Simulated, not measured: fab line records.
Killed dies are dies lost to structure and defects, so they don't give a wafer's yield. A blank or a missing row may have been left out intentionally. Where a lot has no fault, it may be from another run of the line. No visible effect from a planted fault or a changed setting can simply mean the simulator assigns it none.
What tool caused it? / flow nand harc / 12 lots with 36 wafers sampled at 2 steps, on a route of 1159 steps

WHAT THE GAUGES SHOWED, per wafer
NHARC_A_M1_OVL_MEAS_10: pitch 240 nm. Usual: overlay x nm 0.0 nm, standard deviation 0.89; overlay y nm 0.2 nm, standard deviation 0.79.
lot=L883; measured=day 17 19:57; on=overlay-02; overlay x nm (nm)=0.7 0.8 0.8; overlay y nm (nm)=0.3 0.6 1.0; flag=
lot=L886; measured=day 17 23:07; on=overlay-01; overlay x nm (nm)=-0.4 -0.3 -0.9; overlay y nm (nm)=0.6 0.8 0.7; flag=
lot=L884; measured=day 18 06:08; on=overlay-02; overlay x nm (nm)=0.7 0.2 0.8; overlay y nm (nm)=0.6 0.4 0.1; flag=
lot=L885; measured=day 18 07:25; on=overlay-02; overlay x nm (nm)=0.5 0.1 0.5; overlay y nm (nm)=-0.2 0.2 0.3; flag=
lot=L887; measured=day 18 19:03; on=overlay-01; overlay x nm (nm)=1.1 1.3 1.0; overlay y nm (nm)=0.6 1.2 1.0; flag=
lot=L889; measured=day 18 23:49; on=overlay-01; overlay x nm (nm)=1.6 1.7 1.8; overlay y nm (nm)=-1.0 -0.7 -0.9; flag=
lot=L888; measured=day 19 00:45; on=overlay-02; overlay x nm (nm)=-1.0 -1.2 -1.0; overlay y nm (nm)=1.1 0.6 0.5; flag=
lot=L890; measured=day 19 11:07; on=overlay-01; overlay x nm (nm)=-0.3 -0.9 -0.9; overlay y nm (nm)=-0.1 0.3 0.6; flag=
lot=L891; measured=day 19 21:17; on=overlay-02; overlay x nm (nm)=0.2 0.6 0.8; overlay y nm (nm)=0.4 0.4 0.4; flag=
lot=L892; measured=day 19 22:01; on=overlay-02; overlay x nm (nm)=0.2 -1.0 -0.1; overlay y nm (nm)=0.0 -1.0 0.3; flag=
lot=L901; measured=day 22 00:00; on=overlay-01; overlay x nm (nm)=0.4 1.0 0.2; overlay y nm (nm)=0.3 0.8 0.7; flag=
lot=L900; measured=day 22 14:47; on=overlay-02; overlay x nm (nm)=1.0 0.8 0.4; overlay y nm (nm)=-0.5 -0.7 -0.4; flag=

NHARC_A_M1_INSPECT_11. Usual: 29 for raw defect count, sd 13.
lot=L883; measured=day 17 20:00; on=defect inspect-02; raw defect count=6 13 8; flag=
lot=L886; measured=day 17 23:10; on=defect inspect-01; raw defect count=15 9 12; flag=
lot=L884; measured=day 18 06:11; on=defect inspect-01; raw defect count=25 39 19; flag=
lot=L885; measured=day 18 07:27; on=defect inspect-02; raw defect count=5 11 8; flag=
lot=L887; measured=day 18 19:05; on=defect inspect-02; raw defect count=32 34 42; flag=
lot=L889; measured=day 18 23:50; on=defect inspect-02; raw defect count=21 31 29; flag=
lot=L888; measured=day 19 00:47; on=defect inspect-02; raw defect count=18 20 21; flag=
lot=L890; measured=day 19 11:09; on=defect inspect-01; raw defect count=30 20 23; flag=
lot=L891; measured=day 19 21:20; on=defect inspect-02; raw defect count=20 26 18; flag=
lot=L892; measured=day 19 22:04; on=defect inspect-02; raw defect count=26 30 35; flag=
lot=L901; measured=day 22 00:02; on=defect inspect-02; raw defect count=33 27 26; flag=
lot=L900; measured=day 22 14:49; on=defect inspect-01; raw defect count=42 37 35; flag=

TOOL THAT RAN EACH LOT (tool first, then ch and the chambers of the sampled wafers, then the start)
Record: no process step prior to these readings.

AS READ BY THE TOOLS THEMSELVES (means over the sampled wafers that have a number; for cases with no such wafer, the mark the record gives instead)
The record holds no such reading with a usual standard deviation.

THE ANSWER, worked out from the rows above alone
Rule: a lot is off if the mean of its wafers that have a number lies more than 3 standard deviations from the usual mean. A lot without any number at a reading at which 4 lots or more have one is off too. Any other lot the step has rows for is counted as sound. The gauges are gone through in route order, then the tools' own readings, and for those a lot's mean is taken as printed above. The first step at which some lot is off is used, and at that step the reading that is off furthest; a lot without a number counts as furthest.
No lot is off at any reading shown: from this, nothing can be told.

WHAT THE SIMULATOR PUT IN
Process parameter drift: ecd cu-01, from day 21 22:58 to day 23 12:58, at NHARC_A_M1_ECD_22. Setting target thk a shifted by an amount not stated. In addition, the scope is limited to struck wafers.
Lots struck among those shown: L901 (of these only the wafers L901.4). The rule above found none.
